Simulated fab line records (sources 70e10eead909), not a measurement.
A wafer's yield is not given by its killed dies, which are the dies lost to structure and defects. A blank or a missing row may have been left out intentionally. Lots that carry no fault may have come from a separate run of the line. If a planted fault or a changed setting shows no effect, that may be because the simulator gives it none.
Matching of chambers | flow nand harc | NHARC_P_M1_CMP_23 on cmp-01 has 4 sister chambers
The step polishes, t overpolish 20 s, target thk 157.82 nm. 8 wafers are shown with their chamber, then 12 later ones without.

== WAFERS PAIRED WITH THEIR CHAMBERS ==
wafer  | chamber | motor current A (A) | retaining ring pressure frac
L084.6 | 3       | 11.7                | 1.008
L083.2 | 3       | 10.5                | 0.995
L083.5 | 1       | 11.6                | 1.005
L088.3 | 1       | 11.6                | 1.001
L092.6 | 0       | 14.1                | 1.007
L091.2 | 2       | 13.0                | 1.011
L091.4 | 0       | 14.6                | 1.000
L091.6 | 2       | 13.0                | 1.006

== WAFERS MISSING THEIR CHAMBER ==
wafer  | motor current A (A) | retaining ring pressure frac
L093.2 | 11.4                | 1.008
L093.3 | 14.7                | 1.004
L093.4 | 12.1                | 1.007
L094.4 | 12.5                | 0.995
L094.5 | 11.0                | 1.014
L094.6 | 15.0                | 0.996
L095.2 | 14.8                | 1.004
L095.5 | 11.2                | 0.996
L095.6 | 15.3                | 1.004
L097.3 | 15.3                | 0.998
L097.4 | 13.2                | 1.003
L097.6 | 13.9                | 0.997

== WHICH CHAMBER EACH WENT THROUGH ==
wafer  | from the rows above               | in truth
L093.2 | can't be placed: 1 or 3           | 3
L093.3 | 0                                 | 0
L093.4 | can't be placed: 1 or 2 or 3      | 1
L094.4 | can't be placed: 1 or 2 or 3 or 0 | 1
L094.5 | can't be placed: 3 or 1           | 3
L094.6 | 0                                 | 0
L095.2 | 0                                 | 0
L095.5 | can't be placed: 3 or 1           | 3
L095.6 | 0                                 | 0
L097.3 | 0                                 | 0
L097.4 | can't be placed: 2 or 0           | 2
L097.6 | can't be placed: 0 or 2           | 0
Placed correctly: 5 of 12. From these rows, 7 cannot be placed; in 7 the true chamber is one of the candidates. Number placed wrongly: 0.
How it was worked out, from the rows above alone: a wafer's distance from a chamber is the root of the sum, over the readings, of the square of ((its reading less the chamber's mean) divided by the reading's scatter). The wafer belongs to the nearest chamber; if the next one is less than 2 further off, it can't be placed. For every chamber, the mean is computed from those of its wafers that are shown. The scatter is the square root of a quotient: the sum, over the shown wafers, of each reading's squared deviation from its chamber's mean, divided by wafers minus chambers.
